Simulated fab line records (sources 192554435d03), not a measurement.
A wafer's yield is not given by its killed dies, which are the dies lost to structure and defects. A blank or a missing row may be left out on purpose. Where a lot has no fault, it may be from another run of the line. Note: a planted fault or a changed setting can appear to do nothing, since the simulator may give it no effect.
Struck lot and sound lot, side by side    flow n5_finfet    34 out of 1938 route steps
Sound: wafers L287.2, L287.4, L287.5. Struck: wafer L278.2 (left out: L278.1, L278.4 of the same lot, which were not struck); the cause appears at the end.
For every step that has rows: the tool of each side, followed by ch and its chambers, followed by its first start. Under that, the readings that differ: sound wafers    struck wafers    difference of the means    sigmas: that difference in standard deviations of wafers without a fault.
alike: readings whose means differ by less than 2 such deviations, and words and numbers that are the same on both sides. not compared: withheld readings, readings that some wafer has no value for, bounds like >300 that may hide the same value, and numbers for which the record gives no deviation and whose values overlap.
Wherever a step has rows on one side only, a row that says differs or no value, or a row with sigmas, the two part there. Numbers that don't overlap but have no deviation are shown without sigmas and don't part them. Lack of a reading on every wafer of one side parts them only where that side has two or more wafers.

first, 11 steps without rows for these wafers: N5_BEOL_M13_TRENCH_ETCH_34 (etches SiOC in C4F8/O2/Ar, target depth 413.47 nm, time 162.6 s); N5_BEOL_M13_STRIP_70 (strips in C4F8/O2/Ar); N5_BEOL_M13_STRIP_37 (strips in N2/H2); N5_BEOL_M13_ETCH_38 (etches SiCN in CF4/N2, target depth 67.5 nm, time 71.9 s); N5_BEOL_M13_PRECLEAN_39 (cleans in residue remover, time 60 s); N5_BEOL_M13_SRD_40 (time 30 s, dry time 30 s); N5_BEOL_M13_DEGAS_41 (time 60 s); N5_BEOL_M13_PRE_CLEAN_42 (time 30 s); N5_BEOL_M13_SPUTTER_43 (material TaN, target thk 15 nm, time 24.19 s); N5_BEOL_M13_SPUTTER_44 (material Ta, target thk 10 nm, time 16.13 s); N5_BEOL_M13_SPUTTER_45 (material Cu, target thk 80 nm, time 13.33 s).
N5_BEOL_M13_ECD_47: material Cu, target thk 936 nm.
  sound on ecd_cu-01 ch 0, day 18 15:16; struck on ecd_cu-02 ch 0,1, day 16 06:17
then, 21 steps without rows for these wafers: N5_BEOL_M13_ANNEAL_48 (time 90 s); N5_BEOL_M13_CMP_49 (polishes, stops on SiOC, t overpolish 17.1 s, target thk 420 nm); N5_BEOL_M13_PRE_CLEAN_52 (time 15 s); N5_BEOL_M13_DEP_53 (deposits SiCN from 3MS/NH3, target thk 50 nm, time 17.8 s); N5_BEOL_M14_ILD_DEP_00 (deposits SiO2 from TEOS/O2, target thk 1119.3 nm, time 237.4 s); N5_BEOL_M14_COAT_58 (time 60 s, resist thk 89 nm); N5_BEOL_M14_COAT_04 (resist thk 800 nm); N5_BEOL_M14_EBR_06; N5_BEOL_M14_SOFTBAKE_05 (time 60 s); N5_BEOL_M14_EXPOSE_07 (exposes mask V13); N5_BEOL_M14_PEB_08 (peb time 90 s); N5_BEOL_M14_DEVELOP_09 (develop time 45 s); N5_BEOL_M14_HARDBAKE_14 (time 120 s); N5_BEOL_M14_DESCUM_15 (chemistry O2, time 7.9 s); N5_BEOL_M14_ETCH_59 (etches BARC in N2/H2, target depth 89 nm, overetch 26.7 nm, time 67.9 s); N5_BEOL_M14_VIA_ETCH_16 (etches SiO2 in C4F8/O2/Ar, target depth 1231.3 nm); N5_BEOL_M14_STRIP_63 (strips in O2); N5_BEOL_M14_STRIP_64 (strips in O2); N5_BEOL_M14_STRIP_71 (strips in post etch residue remover, time 60 s); N5_BEOL_M14_SRD_72 (time 30 s, dry time 30 s); N5_BEOL_M14_COAT_65 (time 60 s, resist thk 450 nm).
N5_PASSIVATION_PROBE_49:
  only the struck wafers here have rows in the record (prober-01, day 17 13:58); the sound ones have none

## WHERE THEY PART
Only at N5_PASSIVATION_PROBE_49, within this record.

WHY: the cause the simulator had injected
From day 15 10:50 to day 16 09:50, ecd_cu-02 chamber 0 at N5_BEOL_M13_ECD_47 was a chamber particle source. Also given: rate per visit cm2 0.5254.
